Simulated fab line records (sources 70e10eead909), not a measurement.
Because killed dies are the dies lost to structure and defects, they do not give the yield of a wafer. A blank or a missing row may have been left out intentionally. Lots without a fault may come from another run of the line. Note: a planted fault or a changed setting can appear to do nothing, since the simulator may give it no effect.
The tool behind it: which one? / flow nand_harc / 11 lots with 33 wafers sampled at 5 steps, on a route of 1159 steps

== WHAT THE GAUGES READ, wafer by wafer ==
NHARC_END_SORT_01.
lot=L358; measured=day 19 19:57; on=prober-02; killed_at_array=23 25 24; killed_at_other=0 0 0; killed_at_periphery=4 6 0; killed_dies=27 31 24; killed_open=2 3 2; killed_short=1 4 1
lot=L360; measured=day 20 12:20; on=prober-01; killed_at_array=12 7 17; killed_at_other=0 1 0; killed_at_periphery=5 3 7; killed_dies=17 11 24; killed_open=6 2 6; killed_short=2 2 4
lot=L361; measured=day 20 23:23; on=prober-01; killed_at_array=37 27 38; killed_at_other=0 2 0; killed_at_periphery=2 3 4; killed_dies=39 32 42; killed_open=3 3 6; killed_short=3 1 2
lot=L369; measured=day 22 18:03; on=prober-02; killed_at_array=676 676 672; killed_at_other=0 0 1; killed_at_periphery=1 1 4; killed_dies=677 677 677; killed_open=5 4 8; killed_short=0 0 1
lot=L370; measured=day 23 08:05; on=prober-01; killed_at_array=670 668 672; killed_at_other=2 4 2; killed_at_periphery=5 5 3; killed_dies=677 677 677; killed_open=3 2 3; killed_short=3 1 3
lot=L372; measured=day 23 16:43; on=prober-01; killed_at_array=658 664 666; killed_at_other=1 1 2; killed_at_periphery=18 12 9; killed_dies=677 677 677; killed_open=5 1 2; killed_short=1 1 4
lot=L373; measured=day 24 00:26; on=prober-02; killed_at_array=22 18 19; killed_at_other=2 0 0; killed_at_periphery=6 7 6; killed_dies=30 25 25; killed_open=5 2 3; killed_short=2 3 1
lot=L377; measured=day 24 00:30; on=prober-01; killed_at_array=26 24 27; killed_at_other=1 3 0; killed_at_periphery=4 4 5; killed_dies=31 31 32; killed_open=3 3 5; killed_short=2 2 0
lot=L375; measured=day 24 10:29; on=prober-01; killed_at_array=43 42 55; killed_at_other=0 1 1; killed_at_periphery=1 4 2; killed_dies=44 47 58; killed_open=1 3 3; killed_short=4 0 1
lot=L374; measured=day 24 17:32; on=prober-01; killed_at_array=25 30 28; killed_at_other=1 0 1; killed_at_periphery=2 0 3; killed_dies=28 30 32; killed_open=2 5 1; killed_short=1 3 2
lot=L378; measured=day 24 23:13; on=prober-02; killed_at_array=38 31 28; killed_at_other=0 0 0; killed_at_periphery=2 4 4; killed_dies=40 35 32; killed_open=3 5 4; killed_short=2 2 2

== TOOL THAT RAN EACH LOT (tool first, then ch and the chambers of the sampled wafers, then the start) ==
lot=L358; NHARC_A_CONTACT_ETCH_89=rie_diel-01 ch 1,2,3, day 17 11:19 or earlier; NHARC_A_CONTACT_ETCH_136=har_cap_etch-01 ch 0,1, day 17 11:19; NHARC_A_CONTACT_ETCH_110=rie_diel-01 ch 0,1,3, day 17 13:19; NHARC_A_BLC_ETCH_18=rie_diel-12 ch 1,2, day 17 16:45
lot=L360; NHARC_A_CONTACT_ETCH_89=rie_diel-07 ch 0,1,2, day 17 21:57 or earlier; NHARC_A_CONTACT_ETCH_136=har_cap_etch-01 ch 0,1, day 17 21:57; NHARC_A_CONTACT_ETCH_110=rie_diel-02 ch 1,2,3, day 17 23:50; NHARC_A_BLC_ETCH_18=rie_diel-06 ch 0,1, day 18 06:10
lot=L361; NHARC_A_CONTACT_ETCH_89=rie_diel-01 ch 0,1, day 18 13:05 or earlier; NHARC_A_CONTACT_ETCH_136=har_cap_etch-02 ch 0,1, day 18 13:05; NHARC_A_CONTACT_ETCH_110=rie_diel-02 ch 0,2, day 18 14:30; NHARC_A_BLC_ETCH_18=rie_diel-12 ch 0,1,3, day 18 22:06
lot=L369; NHARC_A_CONTACT_ETCH_89=rie_diel-01 ch 0,1,2, day 20 10:01 or earlier; NHARC_A_CONTACT_ETCH_136=har_cap_etch-01 ch 0,1, day 20 10:01; NHARC_A_CONTACT_ETCH_110=rie_diel-01 ch 0,1,2, day 20 11:17; NHARC_A_BLC_ETCH_18=rie_diel-12 ch 0,1,3, day 20 14:44
lot=L370; NHARC_A_CONTACT_ETCH_89=rie_diel-07 ch 0,1, day 20 19:40 or earlier; NHARC_A_CONTACT_ETCH_136=har_cap_etch-03 ch 0,1, day 20 19:40; NHARC_A_CONTACT_ETCH_110=rie_diel-02 ch 0,2,3, day 20 21:04; NHARC_A_BLC_ETCH_18=rie_diel-05 ch 1,2,3, day 21 00:40
lot=L372; NHARC_A_CONTACT_ETCH_89=rie_diel-01 ch 0,2,3, day 20 20:36 or earlier; NHARC_A_CONTACT_ETCH_136=har_cap_etch-01 ch 0,1, day 20 20:36; NHARC_A_CONTACT_ETCH_110=rie_diel-02 ch 0,2,3, day 20 21:54; NHARC_A_BLC_ETCH_18=rie_diel-05 ch 0,2,3, day 21 09:42
lot=L373; NHARC_A_CONTACT_ETCH_89=rie_diel-07 ch 1,2,3, day 21 14:16 or earlier; NHARC_A_CONTACT_ETCH_136=har_cap_etch-03 ch 0, day 21 14:16; NHARC_A_CONTACT_ETCH_110=rie_diel-07 ch 0,1, day 21 16:11; NHARC_A_BLC_ETCH_18=rie_diel-12 ch 0,1,3, day 22 02:55
lot=L377; NHARC_A_CONTACT_ETCH_89=rie_diel-07 ch 1,2,3, day 21 22:07 or earlier; NHARC_A_CONTACT_ETCH_136=har_cap_etch-03 ch 0,1, day 21 22:07; NHARC_A_CONTACT_ETCH_110=rie_diel-01 ch 0,2,3, day 21 23:35; NHARC_A_BLC_ETCH_18=rie_diel-05 ch 0,2,3, day 22 06:26
lot=L375; NHARC_A_CONTACT_ETCH_89=rie_diel-07 ch 0,1,3, day 22 06:54 or earlier; NHARC_A_CONTACT_ETCH_136=har_cap_etch-03 ch 0,1, day 22 06:54; NHARC_A_CONTACT_ETCH_110=rie_diel-01 ch 1,3, day 22 08:31; NHARC_A_BLC_ETCH_18=rie_diel-05 ch 0,1, day 22 12:01
lot=L374; NHARC_A_CONTACT_ETCH_89=rie_diel-01 ch 0,3, day 22 09:17 or earlier; NHARC_A_CONTACT_ETCH_136=har_cap_etch-03 ch 0, day 22 09:17; NHARC_A_CONTACT_ETCH_110=rie_diel-07 ch 2,3, day 22 11:17; NHARC_A_BLC_ETCH_18=rie_diel-12 ch 2,3, day 22 18:24
lot=L378; NHARC_A_CONTACT_ETCH_89=rie_diel-01 ch 0,1,2, day 22 18:35 or earlier; NHARC_A_CONTACT_ETCH_136=har_cap_etch-01 ch 1, day 22 18:35; NHARC_A_CONTACT_ETCH_110=rie_diel-07 ch 0,1,2, day 22 19:55; NHARC_A_BLC_ETCH_18=rie_diel-05 ch 2,3, day 23 02:40
- NHARC_A_CONTACT_ETCH_89: etches the open film in N2/H2, target depth 260 nm, time 475.3 s.
- NHARC_A_CONTACT_ETCH_136: etches the open film in C4F8/O2/Ar, time 132 s, target depth 1287 nm.
- NHARC_A_CONTACT_ETCH_110: etches the open film in CF4/O2, target depth 50 nm, overetch 5 nm, time 27.5 s.
- NHARC_A_BLC_ETCH_18: etches the open film in C4F8/O2/Ar, target depth 910 nm.

== AS READ BY THE TOOLS THEMSELVES (means over the sampled wafers that have a number; for cases with no such wafer, the mark the record gives instead) ==
NHARC_A_CONTACT_ETCH_89.
lot=L358; tool=rie_diel-01; bias_w (W)=150.2; chamber_pressure_mTorr (mTorr)=30.00; drypump_motor_current_A (A)=5.74; oes_product_au (a.u.)=1.002; rf_vpp_V (V)=430.5; showerhead_plenum_p_Torr (Torr)=2.05; throttle_valve_pct (%)=14.168
lot=L360; tool=rie_diel-07; bias_w (W)=149.9; chamber_pressure_mTorr (mTorr)=30.00; drypump_motor_current_A (A)=5.64; oes_product_au (a.u.)=0.994; rf_vpp_V (V)=431.4; showerhead_plenum_p_Torr (Torr)=2.08; throttle_valve_pct (%)=14.175
lot=L361; tool=rie_diel-01; bias_w (W)=150.2; chamber_pressure_mTorr (mTorr)=30.01; drypump_motor_current_A (A)=5.98; oes_product_au (a.u.)=1.003; rf_vpp_V (V)=432.7; showerhead_plenum_p_Torr (Torr)=2.11; throttle_valve_pct (%)=14.175
lot=L369; tool=rie_diel-01; bias_w (W)=149.9; chamber_pressure_mTorr (mTorr)=30.02; drypump_motor_current_A (A)=5.91; oes_product_au (a.u.)=1.003; rf_vpp_V (V)=431.5; showerhead_plenum_p_Torr (Torr)=2.11; throttle_valve_pct (%)=14.172
lot=L370; tool=rie_diel-07; bias_w (W)=150.0; chamber_pressure_mTorr (mTorr)=29.99; drypump_motor_current_A (A)=5.67; oes_product_au (a.u.)=1.011; rf_vpp_V (V)=432.0; showerhead_plenum_p_Torr (Torr)=2.08; throttle_valve_pct (%)=14.182
lot=L372; tool=rie_diel-01; bias_w (W)=150.0; chamber_pressure_mTorr (mTorr)=30.01; drypump_motor_current_A (A)=5.84; oes_product_au (a.u.)=1.001; rf_vpp_V (V)=429.3; showerhead_plenum_p_Torr (Torr)=2.02; throttle_valve_pct (%)=14.178
lot=L373; tool=rie_diel-07; bias_w (W)=149.8; chamber_pressure_mTorr (mTorr)=30.00; drypump_motor_current_A (A)=5.57; oes_product_au (a.u.)=1.001; rf_vpp_V (V)=430.6; showerhead_plenum_p_Torr (Torr)=2.04; throttle_valve_pct (%)=14.167
lot=L377; tool=rie_diel-07; bias_w (W)=150.0; chamber_pressure_mTorr (mTorr)=30.02; drypump_motor_current_A (A)=5.57; oes_product_au (a.u.)=1.005; rf_vpp_V (V)=430.0; showerhead_plenum_p_Torr (Torr)=2.04; throttle_valve_pct (%)=14.168
lot=L375; tool=rie_diel-07; bias_w (W)=149.7; chamber_pressure_mTorr (mTorr)=29.99; drypump_motor_current_A (A)=5.60; oes_product_au (a.u.)=1.002; rf_vpp_V (V)=430.5; showerhead_plenum_p_Torr (Torr)=2.05; throttle_valve_pct (%)=14.168
lot=L374; tool=rie_diel-01; bias_w (W)=150.3; chamber_pressure_mTorr (mTorr)=30.01; drypump_motor_current_A (A)=6.01; oes_product_au (a.u.)=1.002; rf_vpp_V (V)=432.6; showerhead_plenum_p_Torr (Torr)=2.12; throttle_valve_pct (%)=14.168
lot=L378; tool=rie_diel-01; bias_w (W)=149.6; chamber_pressure_mTorr (mTorr)=29.98; drypump_motor_current_A (A)=5.91; oes_product_au (a.u.)=1.000; rf_vpp_V (V)=431.9; showerhead_plenum_p_Torr (Torr)=2.11; throttle_valve_pct (%)=14.160

NHARC_A_CONTACT_ETCH_136.
lot=L358; tool=har_cap_etch-01; chamber_pressure_mTorr (mTorr)=20.003; oes_air_line_au (a.u.)=1.004
lot=L360; tool=har_cap_etch-01; chamber_pressure_mTorr (mTorr)=20.021; oes_air_line_au (a.u.)=1.015
lot=L361; tool=har_cap_etch-02; chamber_pressure_mTorr (mTorr)=20.011; oes_air_line_au (a.u.)=0.996
lot=L369; tool=har_cap_etch-01; chamber_pressure_mTorr (mTorr)=19.988; oes_air_line_au (a.u.)=1.011
lot=L370; tool=har_cap_etch-03; chamber_pressure_mTorr (mTorr)=20.004; oes_air_line_au (a.u.)=1.016
lot=L372; tool=har_cap_etch-01; chamber_pressure_mTorr (mTorr)=20.012; oes_air_line_au (a.u.)=0.994
lot=L373; tool=har_cap_etch-03; chamber_pressure_mTorr (mTorr)=20.003; oes_air_line_au (a.u.)=1.020
lot=L377; tool=har_cap_etch-03; chamber_pressure_mTorr (mTorr)=19.995; oes_air_line_au (a.u.)=0.992
lot=L375; tool=har_cap_etch-03; chamber_pressure_mTorr (mTorr)=20.030; oes_air_line_au (a.u.)=0.995
lot=L374; tool=har_cap_etch-03; chamber_pressure_mTorr (mTorr)=20.007; oes_air_line_au (a.u.)=1.011
lot=L378; tool=har_cap_etch-01; chamber_pressure_mTorr (mTorr)=19.986; oes_air_line_au (a.u.)=1.023

NHARC_A_CONTACT_ETCH_110.
lot=L358; tool=rie_diel-01; bias_w (W)=100.1; cf4_flow_sccm (sccm)=79.87; drypump_motor_current_A (A)=5.92; oes_product_au (a.u.)=1.010; rf_vpp_V (V)=197.5; showerhead_plenum_p_Torr (Torr)=1.33; throttle_valve_pct (%)=13.398
lot=L360; tool=rie_diel-02; bias_w (W)=99.7; cf4_flow_sccm (sccm)=80.00; drypump_motor_current_A (A)=5.57; oes_product_au (a.u.)=0.999; rf_vpp_V (V)=198.3; showerhead_plenum_p_Torr (Torr)=1.35; throttle_valve_pct (%)=13.396
lot=L361; tool=rie_diel-02; bias_w (W)=99.9; cf4_flow_sccm (sccm)=79.90; drypump_motor_current_A (A)=5.40; oes_product_au (a.u.)=0.990; rf_vpp_V (V)=198.8; showerhead_plenum_p_Torr (Torr)=1.37; throttle_valve_pct (%)=13.390
lot=L369; tool=rie_diel-01; bias_w (W)=99.9; cf4_flow_sccm (sccm)=79.85; drypump_motor_current_A (A)=5.89; oes_product_au (a.u.)=1.005; rf_vpp_V (V)=199.2; showerhead_plenum_p_Torr (Torr)=1.38; throttle_valve_pct (%)=13.389
lot=L370; tool=rie_diel-02; bias_w (W)=99.9; cf4_flow_sccm (sccm)=80.19; drypump_motor_current_A (A)=5.69; oes_product_au (a.u.)=1.010; rf_vpp_V (V)=197.5; showerhead_plenum_p_Torr (Torr)=1.35; throttle_valve_pct (%)=13.404
lot=L372; tool=rie_diel-02; bias_w (W)=99.8; cf4_flow_sccm (sccm)=80.06; drypump_motor_current_A (A)=5.71; oes_product_au (a.u.)=0.997; rf_vpp_V (V)=197.5; showerhead_plenum_p_Torr (Torr)=1.35; throttle_valve_pct (%)=13.408
lot=L373; tool=rie_diel-07; bias_w (W)=100.2; cf4_flow_sccm (sccm)=79.98; drypump_motor_current_A (A)=5.63; oes_product_au (a.u.)=1.009; rf_vpp_V (V)=197.3; showerhead_plenum_p_Torr (Torr)=1.34; throttle_valve_pct (%)=13.396
lot=L377; tool=rie_diel-01; bias_w (W)=100.1; cf4_flow_sccm (sccm)=80.12; drypump_motor_current_A (A)=5.84; oes_product_au (a.u.)=0.994; rf_vpp_V (V)=199.7; showerhead_plenum_p_Torr (Torr)=1.40; throttle_valve_pct (%)=13.396
lot=L375; tool=rie_diel-01; bias_w (W)=100.2; cf4_flow_sccm (sccm)=80.07; drypump_motor_current_A (A)=5.80; oes_product_au (a.u.)=1.008; rf_vpp_V (V)=198.5; showerhead_plenum_p_Torr (Torr)=1.41; throttle_valve_pct (%)=13.402
lot=L374; tool=rie_diel-07; bias_w (W)=99.9; cf4_flow_sccm (sccm)=80.10; drypump_motor_current_A (A)=5.50; oes_product_au (a.u.)=1.010; rf_vpp_V (V)=198.0; showerhead_plenum_p_Torr (Torr)=1.33; throttle_valve_pct (%)=13.389
lot=L378; tool=rie_diel-07; bias_w (W)=100.2; cf4_flow_sccm (sccm)=80.13; drypump_motor_current_A (A)=5.63; oes_product_au (a.u.)=1.001; rf_vpp_V (V)=198.8; showerhead_plenum_p_Torr (Torr)=1.35; throttle_valve_pct (%)=13.400

NHARC_A_BLC_ETCH_18.
lot=L358; tool=rie_diel-12; bias_w (W)=1500; chamber_pressure_mTorr (mTorr)=25.015; oes_product_au (a.u.)=0.965; rf_vpp_V (V)=979
lot=L360; tool=rie_diel-06; bias_w (W)=1496; chamber_pressure_mTorr (mTorr)=24.996; oes_product_au (a.u.)=0.931; rf_vpp_V (V)=981
lot=L361; tool=rie_diel-12; bias_w (W)=1504; chamber_pressure_mTorr (mTorr)=25.002; oes_product_au (a.u.)=0.966; rf_vpp_V (V)=980
lot=L369; tool=rie_diel-12; bias_w (W)=-; chamber_pressure_mTorr (mTorr)=-; oes_product_au (a.u.)=-; rf_vpp_V (V)=-
lot=L370; tool=rie_diel-05; bias_w (W)=-; chamber_pressure_mTorr (mTorr)=-; oes_product_au (a.u.)=-; rf_vpp_V (V)=-
lot=L372; tool=rie_diel-05; bias_w (W)=-; chamber_pressure_mTorr (mTorr)=-; oes_product_au (a.u.)=-; rf_vpp_V (V)=-
lot=L373; tool=rie_diel-12; bias_w (W)=1502; chamber_pressure_mTorr (mTorr)=24.995; oes_product_au (a.u.)=0.920; rf_vpp_V (V)=979
lot=L377; tool=rie_diel-05; bias_w (W)=1496; chamber_pressure_mTorr (mTorr)=24.994; oes_product_au (a.u.)=0.924; rf_vpp_V (V)=977
lot=L375; tool=rie_diel-05; bias_w (W)=1501; chamber_pressure_mTorr (mTorr)=25.005; oes_product_au (a.u.)=0.927; rf_vpp_V (V)=976
lot=L374; tool=rie_diel-12; bias_w (W)=1497; chamber_pressure_mTorr (mTorr)=24.990; oes_product_au (a.u.)=0.925; rf_vpp_V (V)=979
lot=L378; tool=rie_diel-05; bias_w (W)=1499; chamber_pressure_mTorr (mTorr)=24.997; oes_product_au (a.u.)=0.971; rf_vpp_V (V)=974

== THE ANSWER, worked out from the rows above alone ==
Rule: usual is defined by the lots themselves. Put in order of their means at a reading, lots are off if they are a third of the lots or fewer, leave a main group of 4 or more, and stand apart from it by a gap of 3 or more times the standard deviation of the main group's means; of several such gaps the widest counts. Not used: any main group whose means are identical at the precision the tables above print for the reading. Also off: a lot with no number at a reading for which 4 or more lots have one. Any other lot the step has rows for is counted as sound. The gauges are gone through in route order, then the tools' own readings, and for those a lot's mean is taken as printed above. The first step at which some lot is off is used, and at that step the reading that is off furthest; a lot without a number counts as furthest.
Off, at NHARC_END_SORT_01 on killed_dies: L369, L370, L372. Main group: mean 32, sd 8.9.
If a tool, at a process step before that reading, ran all the lots that are off and no sound lot after the first of them, it fits. Not tried: the gauges at NHARC_END_SORT_01; whatever is off there is also off at NHARC_A_BLC_ETCH_18, on other tools, and gauge error can't account for it. Because NHARC_A_CONTACT_ETCH_89 lacks a start for some lots, the hours and order of its lots are taken from NHARC_A_CONTACT_ETCH_136. Of those tried, none fits.

== WHAT HAD BEEN PUT IN BY THE SIMULATOR ==
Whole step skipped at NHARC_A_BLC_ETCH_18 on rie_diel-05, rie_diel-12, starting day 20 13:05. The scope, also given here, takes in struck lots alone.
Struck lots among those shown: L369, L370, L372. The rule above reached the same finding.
